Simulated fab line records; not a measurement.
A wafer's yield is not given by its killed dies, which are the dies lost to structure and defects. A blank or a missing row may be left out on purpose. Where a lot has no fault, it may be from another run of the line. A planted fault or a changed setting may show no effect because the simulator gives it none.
One fault through the eyes of 2 desks | flow nandHarc | every desk sees just its own numbers, and what lay behind them comes last

## AT THE TOOL OWNER'S DESK: lithoTrack-06
The tool's own readings at NHARC_A_M0_PEB_07 (peb time 65 s): means of the sampled wafers that have a number, for each lot that ran on this tool. The brackets show how far a lot's mean lies from the usual mean; more than 4 standard deviations puts the lot out of limits, marked OUT.
Columns: A = chillPlateTempC at NHARC_A_M0_PEB_07, usual 22.99 C; B = resistLineTempC at NHARC_A_M0_PEB_07, usual 23.01 C
lot  | first seen here | A     | B
L305 | day 18 03:32    | 23.06 | 22.80
L308 | day 18 04:44    | 23.06 | 23.12
L303 | day 18 14:43    | 22.79 | 23.11
L309 | day 18 22:39    | 23.16 | 23.10
L314 | day 20 07:42    | 22.92 | 23.01
L316 | day 20 23:37    | 22.98 | 23.02
This desk's finding: nothing out of limits on any of the 6 lots.

## THE METROLOGY DESK
What the gauges read for every lot (on any tool): the sampled wafers with a number, averaged. The brackets show how far a lot's mean lies from the usual mean; more than 4 standard deviations puts the lot out of limits, marked OUT.
Columns: A = cdNm at NHARC_A_M0_CD_MEAS_09, usual 79.6 nm; B = overlayXNm at NHARC_A_M0_OVL_MEAS_10, usual -0.2 nm; C = overlayYNm at NHARC_A_M0_OVL_MEAS_10, usual 0.1 nm; D = cdNm at NHARC_A_M0_CD_MEAS_16, usual 79.6 nm
lot  | first seen here | A               | B    | C    | D
L305 | day 18 03:37    | 78.9            | 0.2  | 1.1  | 78.8
L308 | day 18 04:49    | 79.6            | 0.8  | 0.6  | 79.0
L303 | day 18 14:48    | 79.3            | -0.1 | 0.4  | 79.0
L306 | day 18 14:58    | 79.4            | -0.5 | 1.0  | 79.0
L309 | day 18 22:44    | 78.9            | -0.2 | -1.7 | 78.0
L314 | day 20 07:47    | 85.2 (+7.3) OUT | 0.6  | 1.0  | 85.5 (+6.3) OUT
L316 | day 20 23:42    | 84.9 (+6.9) OUT | -0.4 | 1.1  | 85.7 (+6.5) OUT
L323 | day 22 06:51    | 79.7            | 1.3  | 0.2  | 79.9
L322 | day 22 07:17    | 78.7            | -0.5 | -0.1 | 79.5
L324 | day 22 22:59    | 80.8            | -0.6 | -1.0 | 80.6
L325 | day 23 01:54    | 80.3            | 0.5  | 0.8  | 80.1
This desk's verdict: out of limits on L314, L316, starting with L314 at day 20 07:47 (cdNm at NHARC_A_M0_CD_MEAS_09). In limits: L305, L308, L303, L306, L309, L323, L322, L324, L325.

## TAKEN TOGETHER
Metrology desk: alarm possible at day 20 07:47 on L314, L316.
The tool owner's desk saw nothing out of limits.
The tool owner's desk has L314, L316 on record, within its limits.
On lithoTrack-06, each named lot ran NHARC_A_M0_PEB_07.

## WHAT THE SIMULATOR PUT IN
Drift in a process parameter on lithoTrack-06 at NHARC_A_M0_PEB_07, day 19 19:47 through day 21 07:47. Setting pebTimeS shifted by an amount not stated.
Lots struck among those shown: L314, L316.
Per desk, hours elapsed from the start of the fault to the first reading out of limits: for the metrology desk, 12.
